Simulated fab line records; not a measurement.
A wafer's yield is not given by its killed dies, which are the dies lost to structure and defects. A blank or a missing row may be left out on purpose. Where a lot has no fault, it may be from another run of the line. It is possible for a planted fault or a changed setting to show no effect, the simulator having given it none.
fab line records	flow n5_finfet
record lots=5	wafers=15	last_day=16
route steps=1938 shown HKMG_FIN@397 BEOL_M4@1111 PASSIVATION@1936
lots untouched by any fault: they come from a run of this same line in which no faults occurred
start_h: start of the lot's first displayed wafer, in hours after the record's first day	wait_h: time in hours since the lot's previous step	" the same as in the row above	L1.1+2: a single row standing in for several wafers	- either no value or no given start	* or withheld: withheld	< > ~ a bound
route shown NAME@n: names a module that has steps shown in the file, with the first one's number in the route	usual: average and standard deviation across the fault-free wafers	same: alike in all rows	chamber/n: place in a boat	sites: per-site readings	_std_site: standard deviation across them	_edge_site: mean of outer sites minus mean of inner sites	radius_mm: how far each site lies from the wafer's centre	mask NAME#n: copy n	behind: tool/chamber where the wafer was last shaped	hold: cause of the lot's hold/its duration in hours/its outcome	device: whichever transistor did not switch (one of n, p or np)	end of line: at the end of the route, the tests of the same wafers	a step without rows: its recipe alone	killed: the dies lost at the first sort to structure and to defects; this is not the yield of the wafer	map: dies across one wafer; x = killed, . = not, _ = none there
set.NAME: the setting as run; set.NAME@STEP: as run at that earlier step	model.NAME: the simulator's own value behind a step, which no gauge read
certain route steps with their lots: each step a table, each wafer a row
services: the hour from which a tool's chamber was out of use, counted from the record's first day as start_h (under 0 if before that day), plus the number of hours and why
## steps
# step N5_HKMG_FIN_DEVELOP_48
# recipe develop_time_s=30	developer=TMAH	resist=CAR-ArF	rinse_liquid=diw	dry=air_spin	dev_temp_c=23
# step N5_HKMG_FIN_DESCUM_53
# recipe chemistry=O2	time_s=7.9	source_power_w=50	bias_power_w=20	pressure_mtorr=20	rf_frequency_hz=2.712e+07	temp_c=40	resist=CAR-ArF	o2_flow_sccm=225
# step N5_HKMG_FIN_ETCH_54
# recipe chemistry=CF4	target=SiARC	target_depth_a=455	mask_material=CAR-ArF	time_s=75.8	ion_energy_ev=80	pressure_mtorr=40	source_w=545	bias_w=36	Ar_flow_sccm=100	cf4_flow_sccm=100	ends=cleared
# step N5_HKMG_FIN_ETCH_55
# recipe chemistry=N2/H2	target=SOC	target_depth_a=2400	temp_c=40	time_s=300	ion_energy_ev=200	mask_material=SiARC	pressure_mtorr=30	source_w=840	bias_w=150	n2_flow_sccm=200	h2_flow_sccm=200
# step N5_HKMG_FIN_STRIP_56
# recipe chemistry=N2/H2	temp_c=40	n2_flow_sccm=200	h2_flow_sccm=200	rf_frequency_hz=6e+07
# step N5_HKMG_FIN_STRIP_57
# recipe chemistry=CF4	resist=SiARC	power_w=300	bias_power_w=75	pressure_mtorr=50	cf4_flow_sccm=150	rf_frequency_hz=6e+07
# step N5_HKMG_FIN_ETCH_58
# recipe chemistry=N2/H2	target=SOC	target_depth_a=2158	ion_energy_ev=50	bias_w=13	time_s=741	pressure_mtorr=30	source_w=875	n2_flow_sccm=200	h2_flow_sccm=200
# step N5_HKMG_FIN_STRIP_93
# recipe chemistry=N2/H2	material=SOC	time_s=20	power_w=500	temp_c=40	pressure_mtorr=50	rf_frequency_hz=6e+07	bias_power_w=8	h2_frac=0.5	n2_flow_sccm=300	h2_flow_sccm=300
# step N5_HKMG_FIN_WET_ETCH_76
# recipe chemistry=dNH4OH	mix=1:50	temp_c=25	target=Al2O3	stop_on=La2O3	target_depth_nm=2.25	dry=ipa_marangoni	rinse_time_s=30	rinse_temp_c=23
# step N5_HKMG_FIN_STRIP_60
# recipe chemistry=N2/H2	power_w=2500	temp_c=300	h2_frac=0.65	time_s=360	pressure_mtorr=withheld	n2_flow_sccm=1750	h2_flow_sccm=3250
# usual drypump_motor_current_A=5.52/0.27	h2_flow_sccm=3249/10	heater_power_w=459/27	time_s=360/0
lot.wafer	tool	chamber	start_h	wait_h	drypump_motor_current_A	h2_flow_sccm	heater_power_w	rf_hours_counter_h	time_s	model.SOC_of_HKMG_FIN_COAT_41.thk_nm
L557.3	plasma_asher-02	1	117.10	0.1	5.39	3262	421	-	360	0
L557.4	"	0	"	"	5.54	3255	454	-	360	0
L557.6	"	1	"	"	5.41	3236	424	-	360	0
L564.1	plasma_asher-02	0	157.81	0.0	-	-	-	-	-	84.8
L564.2	"	1	"	"	-	-	-	-	-	64.6
L564.4	"	1	"	"	-	-	-	-	-	66.8
L565.3	plasma_asher-02	1	162.76	0.1	-	-	-	-	-	72.6
L565.4	"	0	"	"	-	-	-	-	-	75
L565.6	"	1	"	"	-	-	-	-	-	73.4
L566.1	plasma_asher-02	0	167.75	0.0	-	-	-	-	-	70.8
L566.3	"	0	"	"	-	-	-	-	-	76.4
L566.5	"	1	"	"	-	-	-	-	-	65.2
L571.2	plasma_asher-01	0	199.57	0.3	5.19	3260	475	58	360	0
L571.4	"	0	"	"	5.19	3256	477	-	360	0
L571.5	"	1	"	"	5.94	3240	491	-	360	0
# step N5_HKMG_FIN_WET_ETCH_77
# recipe chemistry=dHCl	mix=1:10000	temp_c=25	target=La2O3	stop_on=HfO2	target_depth_nm=2
# step N5_HKMG_FIN_WET_ETCH_78
# recipe chemistry=dNH4OH	mix=1:50	temp_c=25	target=Al2O3	stop_on=La2O3	target_depth_nm=4.5	dry=ipa_marangoni	rinse_time_s=30	rinse_temp_c=23
# step N5_HKMG_FIN_ALD_79
# recipe material=TiN	target_thk_a=15	temp_c=400	ald_precursor_family=TiCl4	ald_co_reactant=NH3	pulse_time_s=1	purge_time_s=3	co_reactant_purge_time_s=2	co_reactant_pulse_time_s=2	ald_cycles=68	pressure_torr=3
# step N5_HKMG_FIN_CVD_62
# recipe material=a-Si	target_thk_a=30	temp_c=500	precursor=Si2H6	pressure_torr=1	time_s=20.8
# step N5_HKMG_FIN_RTA_80
# recipe temp_c=withheld	time_s=2	ambient=N2	idle_temp_c=600	ramp_up_c_per_s=150	ramp_down_c_per_s=60	cool_to_c=600
# step N5_HKMG_FIN_PRECLEAN_64
# recipe chemistry=dHF	time_s=30	temp_c=25	dilution=withheld
# step N5_HKMG_FIN_WET_ETCH_65
# recipe chemistry=TMAH	temp_c=70	conc_wt_pct=5	target=a-Si	stop_on=TiN	time_s=49	target_depth_nm=3
# step N5_HKMG_FIN_WET_ETCH_81
# recipe chemistry=SC1	target=TiN	stop_on=HfO2	mix=1:1:5	temp_c=60	time_s=57	target_depth_nm=6
# step N5_HKMG_FIN_WET_ETCH_82
# recipe chemistry=dHCl	mix=1:10000	temp_c=25	target=La2O3	stop_on=HfO2	target_depth_nm=2	dry=ipa_marangoni	rinse_time_s=30	rinse_temp_c=23
# step N5_HKMG_FIN_ALD_36
# recipe material=TiN	target_thk_a=10	temp_c=400	ald_precursor_family=TiCl4	ald_co_reactant=NH3	pulse_time_s=1	purge_time_s=3	co_reactant_purge_time_s=2	co_reactant_pulse_time_s=2	ald_cycles=47	pressure_torr=3
# step N5_HKMG_FIN_PWFM_ALD_03
# recipe material=TiN	target_thk_a=20	temp_c=400	ald_precursor_family=TiCl4	ald_co_reactant=NH3	pulse_time_s=1	purge_time_s=3	co_reactant_purge_time_s=2	co_reactant_pulse_time_s=2	ald_cycles=91	pressure_torr=3
# step N5_HKMG_FIN_COAT_29
# recipe resist=SOC	temp_c=250	time_s=60	spin_rpm=1500	resist_thk_nm=300
# step N5_HKMG_FIN_COAT_30
# recipe resist=SiARC	temp_c=220	time_s=60	spin_rpm=1500	resist_thk_nm=35
# step N5_HKMG_FIN_COAT_06
# recipe resist=CAR-ArF	spin_rpm=1500	resist_thk_nm=90
# step N5_HKMG_FIN_EBR_08
# recipe solvent=PGMEA	ebr_width_mm=1.5
# step N5_HKMG_FIN_SOFTBAKE_07
# recipe temp_c=110	time_s=60	resist=CAR-ArF
# step N5_HKMG_FIN_EXPOSE_09
# recipe mask_id=NWFM	na=1.35	source_shape=conventional	sigma_outer=0.8	polarization=unpolarized	dose_mj=39.25
# step N5_HKMG_FIN_PEB_10
# recipe peb_temp_c=withheld	peb_time_s=60	resist=CAR-ArF
# step N5_HKMG_FIN_DEVELOP_11
# recipe develop_time_s=30	developer=TMAH	resist=CAR-ArF	dev_temp_c=23	rinse_liquid=diw	dry=air_spin
# step N5_HKMG_FIN_INSPECT_14
# recipe mode=adi	inspect_instrument=macro
# usual raw_defect_count=1.9/1.5
lot.wafer	tool	chamber	start_h	wait_h	raw_defect_count
L557.3	defect_inspect-01	-	119.32	0.0	6
L557.4	"	-	"	"	3
L557.6	"	-	"	"	2
L564.1	defect_inspect-02	-	160.19	0.0	20
L564.2	"	-	"	"	17
L564.4	"	-	"	"	20
L565.3	defect_inspect-02	-	165.11	0.0	18
L565.4	"	-	"	"	21
L565.6	"	-	"	"	11
L566.1	defect_inspect-01	-	170.15	0.0	27
L566.3	"	-	"	"	16
L566.5	"	-	"	"	21
L571.2	defect_inspect-02	-	202.02	0.0	3
L571.4	"	-	"	"	2
L571.5	"	-	"	"	0
# step N5_HKMG_FIN_DESCUM_17
# recipe chemistry=O2	time_s=7.9	source_power_w=50	bias_power_w=20	pressure_mtorr=20	rf_frequency_hz=2.712e+07	temp_c=40	resist=CAR-ArF	o2_flow_sccm=225
# step N5_BEOL_M4_RC_MEAS_101
# usual DIBL_N=37.5/2	DIBL_P=37.5/2.5	IOFF_N=0.18/0.042	IOFF_P=0.24/0.046	ION_N=677/15	ION_P=464/9.5	SS_N=72.0/0.76	SS_P=73.6/0.79	VT_N=249/3.5	VT_P=-249/3.2
lot.wafer	tool	chamber	start_h	wait_h	DIBL_N[mV/V]	DIBL_P[mV/V]	IOFF_N[nA/um]	IOFF_P[nA/um]	ION_N[uA/um]	ION_P[uA/um]	SS_N[mV/dec]	SS_P[mV/dec]	VT_N[mV]	VT_P[mV]
L557.3	prober-02	0	205.17	0.3	35.7	35.6	0.13	0.20	656	452	70.6	73.2	253	-251
L557.4	"	0	"	"	36.2	35.5	0.14	0.21	676	466	70.7	72.8	252	-252
L557.6	"	0	"	"	34.1	33.1	0.11	0.17	668	467	70.6	72.8	253	-253
L571.2	prober-02	0	294.64	0.2	35.6	33.7	0.15	0.18	655	448	71.5	73.1	252	-255
L571.4	"	0	"	"	39.6	39.1	0.22	0.26	681	459	72.5	74.7	247	-250
L571.5	"	0	"	"	37.7	36.8	0.20	0.22	686	462	72.2	73.8	246	-250
# step N5_PASSIVATION_PROBE_49
# usual defect_limited_yield=91.8/1.5	killed_at_M0_to_M3=33/11	killed_at_M4_up=13/5	killed_at_contacts=11/5.6	killed_at_front_end=36/12	killed_at_other=3.4/2.5	killed_dies=97/18	killed_on_rim=12/4.2	killed_open=64/13	killed_short=31/6.9	sort_bin_5_function=4.8/1	sort_bin_6_memory=3.1/0.64	sort_n_pass=1083/18	sort_yield_pct=91.8/1.5
# same gross_dies=1180	killed_at_back_side=0	sort_bin_4_leakage[%]=0	sort_bin_8_speed[%]=0
lot.wafer	tool	chamber	start_h	wait_h	defect_limited_yield[%]	killed_at_M0_to_M3	killed_at_M4_up	killed_at_contacts	killed_at_front_end	killed_at_other	killed_dies	killed_on_rim	killed_open	killed_short	sort_bin_5_function[%]	sort_bin_6_memory[%]	sort_n_pass	sort_yield_pct[%]
L557.3	prober-02	-	311.93	0.1	92.5	28	6	1	42	11	88	7	42	36	4.6	2.5	1092	92.5
L557.4	prober-02	-	311.98	0.2	93.0	32	3	9	37	2	83	13	54	28	4.4	2.5	1097	93.0
L557.6	prober-02	-	312.08	0.3	93.8	23	9	11	29	1	73	9	42	31	3.0	2.5	1107	93.8
L565.3	prober-02	-	352.75	0.1	0	42	14	7	1116	1	1180	152	82	35	95.8	3.6	0	0
L565.4	prober-02	-	352.80	0.2	0	43	15	6	1114	2	1180	152	119	38	94.0	5.6	0	0
L565.6	prober-02	-	352.90	0.3	0	33	20	3	1117	7	1180	152	92	41	94.6	5.0	0	0
L564.1	prober-02	-	355.35	0.0	0	40	14	5	1118	3	1180	152	58	39	96.2	3.5	0	0
L564.2	prober-02	-	355.40	0.1	0	46	17	12	1104	1	1180	152	74	31	97.1	2.8	0	0
L564.4	prober-02	-	355.50	0.2	0	35	11	0	1129	5	1180	152	45	35	97.0	2.7	0	0
L566.1	prober-01	-	370.17	0.0	0	23	13	15	1126	3	1180	152	53	28	96.7	3.1	0	0
L566.3	prober-01	-	370.27	0.1	0	30	16	7	1126	1	1180	152	52	31	97.5	2.5	0	0
L566.5	prober-01	-	370.37	0.2	0	47	17	13	1101	2	1180	152	84	33	95.7	3.9	0	0
L571.2	prober-01	-	393.32	0.1	90.7	29	23	16	35	7	110	12	75	33	6.2	2.6	1070	90.7
L571.4	prober-01	-	393.42	0.2	89.2	26	16	9	72	4	127	17	76	45	6.2	3.7	1053	89.2
L571.5	prober-01	-	393.47	0.2	89.8	28	17	9	63	3	120	14	74	43	6.0	3.8	1060	89.8
# killed by level:class
L557.3 BEOL_M0_SAQP:geometric_particle:short=9 GATE_CUT:geometric_particle:open=7 PASSIVATION:area_etch=7 FIN_SAQP:geometric_particle:open=6 GATE_CUT:geometric_particle:short=6 BEOL_M0_SAQP:geometric_particle:open=5 BEOL_M1:geometric_particle:short=5 STI_FIN_REVEAL:geometric_particle:short=4
L557.4 BEOL_M0_SAQP:geometric_particle:short=11 MOL_CONTACT_COAG:geometric_particle:open=9 STI_FIN_REVEAL:geometric_particle:open=8 BEOL_M1:geometric_particle:open=8 GATE_CUT:geometric_particle:short=6 STARTING-WAFER:geometric_particle:open=5 FIN_SAQP:geometric_particle:open=4 GATE_CUT:geometric_particle:open=4
L557.6 GATE_CUT:geometric_particle:short=10 MOL_CONTACT_COAG:geometric_particle:open=8 GATE_CUT:geometric_particle:open=6 BEOL_M0_SAQP:geometric_particle:open=5 BEOL_M0_SAQP:geometric_particle:short=5 BEOL_M1:geometric_particle:open=4 MOL_CONTACT_COAG:geometric_particle:short=3 STARTING-WAFER:geometric_particle:open=3
L565.3 HKMG_FIN:area_ald=1063 STI_FIN_REVEAL:geometric_particle:open=13 FIN_SAQP:geometric_particle:open=13 FIN_SAQP:geometric_particle:short=12 BEOL_M0_SAQP:geometric_particle:open=9 BEOL_M3:geometric_particle:open=9 BEOL_M4:geometric_particle:open=8 MOL_CONTACT_COAG:geometric_particle:open=7
L565.4 HKMG_FIN:area_ald=1021 FIN_SAQP:geometric_particle:open=40 FIN_SAQP:geometric_particle:short=12 GATE_CUT:geometric_particle:open=11 BEOL_M2:geometric_particle:open=11 BEOL_M0_SAQP:geometric_particle:open=9 DUMMY_GATE:geometric_particle:open=8 GATE_CUT:geometric_particle:short=8
L565.6 HKMG_FIN:area_ald=1044 STI_FIN_REVEAL:geometric_particle:open=25 FIN_SAQP:geometric_particle:open=16 BEOL_M4:geometric_particle:open=10 FIN_SAQP:geometric_particle:short=9 GATE_CUT:geometric_particle:short=8 BEOL_M0_SAQP:geometric_particle:open=6 BEOL_M3:geometric_particle:open=6
L564.1 HKMG_FIN:area_ald=1081 BEOL_M0_SAQP:geometric_particle:short=14 STI_FIN_REVEAL:geometric_particle:open=9 BEOL_M0_SAQP:geometric_particle:open=9 STARTING-WAFER:geometric_particle:open=7 DUMMY_GATE:geometric_particle:short=5 BEOL_M8:geometric_particle:open=4 GATE_CUT:geometric_particle:short=4
L564.2 HKMG_FIN:area_ald=1073 STI_FIN_REVEAL:geometric_particle:open=16 MOL_CONTACT_COAG:geometric_particle:open=11 BEOL_M0_SAQP:geometric_particle:short=10 BEOL_M3:geometric_particle:open=7 BEOL_M6:geometric_particle:open=6 BEOL_M0_SAQP:geometric_particle:open=6 BEOL_M2:geometric_particle:open=6
L564.4 HKMG_FIN:area_ald=1100 BEOL_M2:geometric_particle:open=10 STI_FIN_REVEAL:geometric_particle:open=6 BEOL_M0_SAQP:geometric_particle:short=6 BEOL_M0:geometric_particle:short=6 FIN_SAQP:geometric_particle:short=5 BEOL_M0_SAQP:geometric_particle:open=5 BEOL_M4:geometric_particle:open=5
L566.1 HKMG_FIN:area_ald=1097 MOL_CONTACT_COAG:geometric_particle:open=12 FIN_SAQP:geometric_particle:short=7 STI_FIN_REVEAL:geometric_particle:open=6 BEOL_M4:geometric_particle:open=6 BEOL_M0_SAQP:geometric_particle:open=5 BEOL_M3:geometric_particle:open=5 BEOL_M0_SAQP:geometric_particle:short=4
L566.3 HKMG_FIN:area_ald=1096 FIN_SAQP:geometric_particle:short=10 FIN_SAQP:geometric_particle:open=7 BEOL_M1:geometric_particle:open=7 MOL_CONTACT_COAG:geometric_particle:open=6 BEOL_M4:geometric_particle:open=6 BEOL_M2:geometric_particle:open=5 BEOL_M0_SAQP:geometric_particle:open=4
L566.5 HKMG_FIN:area_ald=1063 BEOL_M1:geometric_particle:open=15 MOL_CONTACT_COAG:geometric_particle:open=12 BEOL_M0_SAQP:geometric_particle:open=11 FIN_SAQP:geometric_particle:short=9 STI_FIN_REVEAL:geometric_particle:open=9 FIN_SAQP:geometric_particle:open=6 BEOL_M0_SAQP:geometric_particle:short=6
L571.2 MOL_CONTACT_COAG:geometric_particle:open=12 BEOL_M3:geometric_particle:open=9 BEOL_M4:geometric_particle:open=8 DUMMY_GATE:geometric_particle:open=7 BEOL_M5:geometric_particle:open=7 BEOL_M0_SAQP:geometric_particle:open=6 FIN_SAQP:geometric_particle:short=5 BEOL_M2:geometric_particle:open=5
L571.4 FIN_SAQP:geometric_particle:short=16 BEOL_M2:geometric_particle:open=10 MOL_CONTACT_COAG:geometric_particle:open=9 GATE_CUT:geometric_particle:open=8 GATE_CUT:geometric_particle:short=8 FIN_SAQP:geometric_particle:open=7 STI_FIN_REVEAL:geometric_particle:open=7 HKMG_FIN:area_etch=6
L571.5 FIN_SAQP:geometric_particle:open=20 FIN_SAQP:geometric_particle:short=14 MOL_CONTACT_COAG:geometric_particle:open=8 BEOL_M0_SAQP:geometric_particle:open=7 BEOL_M0:geometric_particle:open=7 BEOL_M0_SAQP:geometric_particle:short=6 BEOL_M4:geometric_particle:open=6 STI_FIN_REVEAL:geometric_particle:open=5
# map L564.1 (x killed, . not)
_________________xxxxxxxxxxxx________________
______________xxxxxxxxxxxxxxxxxx_____________
___________xxxxxxxxxxxxxxxxxxxxxxxx__________
__________xxxxxxxxxxxxxxxxxxxxxxxxxx_________
________xxxxxxxxxxxxxxxxxxxxxxxxxxxxxx_______
_______xxxxxxxxxxxxxxxxxxxxxxxxxxxxxxxx______
______xxxxxxxxxxxxxxxxxxxxxxxxxxxxxxxxxx_____
_____xxxxxxxxxxxxxxxxxxxxxxxxxxxxxxxxxxxx____
____xxxxxxxxxxxxxxxxxxxxxxxxxxxxxxxxxxxxxx___
___xxxxxxxxxxxxxxxxxxxxxxxxxxxxxxxxxxxxxxxx__
___xxxxxxxxxxxxxxxxxxxxxxxxxxxxxxxxxxxxxxxx__
__xxxxxxxxxxxxxxxxxxxxxxxxxxxxxxxxxxxxxxxxxx_
__xxxxxxxxxxxxxxxxxxxxxxxxxxxxxxxxxxxxxxxxxx_
_xxxxxxxxxxxxxxxxxxxxxxxxxxxxxxxxxxxxxxxxxxxx
_xxxxxxxxxxxxxxxxxxxxxxxxxxxxxxxxxxxxxxxxxxxx
_xxxxxxxxxxxxxxxxxxxxxxxxxxxxxxxxxxxxxxxxxxxx
_xxxxxxxxxxxxxxxxxxxxxxxxxxxxxxxxxxxxxxxxxxxx
_xxxxxxxxxxxxxxxxxxxxxxxxxxxxxxxxxxxxxxxxxxxx
_xxxxxxxxxxxxxxxxxxxxxxxxxxxxxxxxxxxxxxxxxxxx
_xxxxxxxxxxxxxxxxxxxxxxxxxxxxxxxxxxxxxxxxxxxx
_xxxxxxxxxxxxxxxxxxxxxxxxxxxxxxxxxxxxxxxxxxxx
__xxxxxxxxxxxxxxxxxxxxxxxxxxxxxxxxxxxxxxxxxx_
__xxxxxxxxxxxxxxxxxxxxxxxxxxxxxxxxxxxxxxxxxx_
___xxxxxxxxxxxxxxxxxxxxxxxxxxxxxxxxxxxxxxxx__
___xxxxxxxxxxxxxxxxxxxxxxxxxxxxxxxxxxxxxxxx__
____xxxxxxxxxxxxxxxxxxxxxxxxxxxxxxxxxxxxxx___
_____xxxxxxxxxxxxxxxxxxxxxxxxxxxxxxxxxxxx____
______xxxxxxxxxxxxxxxxxxxxxxxxxxxxxxxxxx_____
_______xxxxxxxxxxxxxxxxxxxxxxxxxxxxxxxx______
________xxxxxxxxxxxxxxxxxxxxxxxxxxxxxx_______
__________xxxxxxxxxxxxxxxxxxxxxxxxxx_________
___________xxxxxxxxxxxxxxxxxxxxxxxx__________
______________xxxxxxxxxxxxxxxxxx_____________
_________________xxxxxxxxxxxx________________
# map L565.3 (x killed, . not)
_________________xxxxxxxxxxxx________________
______________xxxxxxxxxxxxxxxxxx_____________
___________xxxxxxxxxxxxxxxxxxxxxxxx__________
__________xxxxxxxxxxxxxxxxxxxxxxxxxx_________
________xxxxxxxxxxxxxxxxxxxxxxxxxxxxxx_______
_______xxxxxxxxxxxxxxxxxxxxxxxxxxxxxxxx______
______xxxxxxxxxxxxxxxxxxxxxxxxxxxxxxxxxx_____
_____xxxxxxxxxxxxxxxxxxxxxxxxxxxxxxxxxxxx____
____xxxxxxxxxxxxxxxxxxxxxxxxxxxxxxxxxxxxxx___
___xxxxxxxxxxxxxxxxxxxxxxxxxxxxxxxxxxxxxxxx__
___xxxxxxxxxxxxxxxxxxxxxxxxxxxxxxxxxxxxxxxx__
__xxxxxxxxxxxxxxxxxxxxxxxxxxxxxxxxxxxxxxxxxx_
__xxxxxxxxxxxxxxxxxxxxxxxxxxxxxxxxxxxxxxxxxx_
_xxxxxxxxxxxxxxxxxxxxxxxxxxxxxxxxxxxxxxxxxxxx
_xxxxxxxxxxxxxxxxxxxxxxxxxxxxxxxxxxxxxxxxxxxx
_xxxxxxxxxxxxxxxxxxxxxxxxxxxxxxxxxxxxxxxxxxxx
_xxxxxxxxxxxxxxxxxxxxxxxxxxxxxxxxxxxxxxxxxxxx
_xxxxxxxxxxxxxxxxxxxxxxxxxxxxxxxxxxxxxxxxxxxx
_xxxxxxxxxxxxxxxxxxxxxxxxxxxxxxxxxxxxxxxxxxxx
_xxxxxxxxxxxxxxxxxxxxxxxxxxxxxxxxxxxxxxxxxxxx
_xxxxxxxxxxxxxxxxxxxxxxxxxxxxxxxxxxxxxxxxxxxx
__xxxxxxxxxxxxxxxxxxxxxxxxxxxxxxxxxxxxxxxxxx_
__xxxxxxxxxxxxxxxxxxxxxxxxxxxxxxxxxxxxxxxxxx_
___xxxxxxxxxxxxxxxxxxxxxxxxxxxxxxxxxxxxxxxx__
___xxxxxxxxxxxxxxxxxxxxxxxxxxxxxxxxxxxxxxxx__
____xxxxxxxxxxxxxxxxxxxxxxxxxxxxxxxxxxxxxx___
_____xxxxxxxxxxxxxxxxxxxxxxxxxxxxxxxxxxxx____
______xxxxxxxxxxxxxxxxxxxxxxxxxxxxxxxxxx_____
_______xxxxxxxxxxxxxxxxxxxxxxxxxxxxxxxx______
________xxxxxxxxxxxxxxxxxxxxxxxxxxxxxx_______
__________xxxxxxxxxxxxxxxxxxxxxxxxxx_________
___________xxxxxxxxxxxxxxxxxxxxxxxx__________
______________xxxxxxxxxxxxxxxxxx_____________
_________________xxxxxxxxxxxx________________
## services
tool	chamber	start_h	hours	kind
plasma_asher-01	-	109.99	14.6	pm
plasma_asher-02	-	197.62	14.6	pm
## key
first_sign step=N5_HKMG_FIN_STRIP_60	reading=tool_record	direction=missing
effect step=N5_HKMG_FIN_INSPECT_14	reading=raw_defect_count	direction=up	sigmas=11	usual=1.9	struck=19
effect step=N5_PASSIVATION_PROBE_49	reading=sort_bin_5_function	direction=up	sigmas=91	usual=4.8	struck=96.1
model_effect step=N5_HKMG_FIN_STRIP_60	value=SOC_of_HKMG_FIN_COAT_41.thk_nm	without=0	struck=72.18
more_kills_born_at N5_HKMG_FIN_ALD_79@ald_metal-03=9638
met_at N5_HKMG_FIN_STRIP_60
struck_wafers L564.1,L564.2,L564.4,L565.3,L565.4,L565.6,L566.1,L566.3,L566.5
later_rows_left_out L564.1,L564.2,L564.4,L565.3,L565.4,L565.6,L566.1,L566.3,L566.5
onset_between 117.10 157.81
fault kind=skipped_step_whole	tool=plasma_asher-02	chamber=-	onset_h=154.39	steps=N5_HKMG_FIN_STRIP_60	scope=struck_lots_only
# later_rows_left_out: the simulator's readings of these wafers behind a module that went badly wrong aren't trusted and aren't shown, but for the sort
